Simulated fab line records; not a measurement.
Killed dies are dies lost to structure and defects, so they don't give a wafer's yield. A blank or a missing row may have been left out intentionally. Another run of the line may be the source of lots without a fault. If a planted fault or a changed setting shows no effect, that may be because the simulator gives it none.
Chamber matching | flow n5 finfet | 3 sister chambers for N5_BEOL_M9_CURE_72 on uv cure-02
The step cures SiCOH lowk, time 120 s. 14 wafers are shown with their chamber, then 7 later ones without.

EACH WAFER AND ITS CHAMBER
wafer  | chamber | wafer_temp_C_max | lamp power pct (%)
L074.1 | 1       | 372.3            | 52.36
L074.4 | 1       | 372.1            | 52.38
L074.5 | 1       | 371.7            | 52.41
L078.1 | 1       | 372.0            | 52.34
L078.4 | 1       | 371.9            | 52.25
L078.5 | 1       | 372.5            | 52.35
L081.1 | 2       | 372.7            | 52.33
L081.2 | 2       | 372.7            | 52.27
L081.5 | 2       | 372.6            | 52.15
L082.2 | 0       | 371.6            | 52.41
L082.4 | 0       | 371.2            | 52.28
L082.5 | 0       | 371.4            | 52.34
L088.1 | 2       | 373.8            | 52.23
L088.2 | 2       | 373.4            | 52.26

SIGNATURES (averages over the wafers above)
reading          | chamber 0 | chamber 1 | chamber 2 | scatter within a chamber
wafer_temp_C_max | 371.400   | 372.083   | 373.040   | 0.384
lamp power pct   | 52.3433   | 52.3483   | 52.2480   | 0.0606
Rule: for each reading, subtract the chamber's mean from the wafer's reading, divide by that reading's scatter and square the result; add these up over the readings and take the root, which gives the wafer's distance from the chamber. The wafer belongs to the nearest chamber; if the next one is less than 2 further off, it can't be placed. The scatter: take each reading less its chamber's mean, square it, sum over the shown wafers, divide by the number of wafers less the number of chambers, and take the root.

WAFERS MISSING THEIR CHAMBER
wafer  | wafer_temp_C_max | lamp power pct (%)
L088.3 | 373.0            | 52.40
L090.1 | 372.5            | 52.35
L090.4 | 372.6            | 52.29
L090.5 | 372.0            | 52.36
L097.2 | 373.8            | 52.33
L097.4 | 373.9            | 52.35
L097.6 | 372.6            | 52.19

WHICH CHAMBER EACH WENT THROUGH
wafer  | from the rows above          | in truth
L088.3 | can't be placed: 2 or 1 or 0 | 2
L090.1 | can't be placed: 1 or 2 or 0 | 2
L090.4 | can't be placed: 2 or 1 or 0 | 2
L090.5 | can't be placed: 1 or 0      | 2
L097.2 | 2                            | 2
L097.4 | can't be placed: 2 or 1      | 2
L097.6 | can't be placed: 2 or 1      | 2
Correctly placed: 1 of 7. Not placeable from these rows: 6 (in 5, the candidates include the true chamber). Wrongly placed: 0.
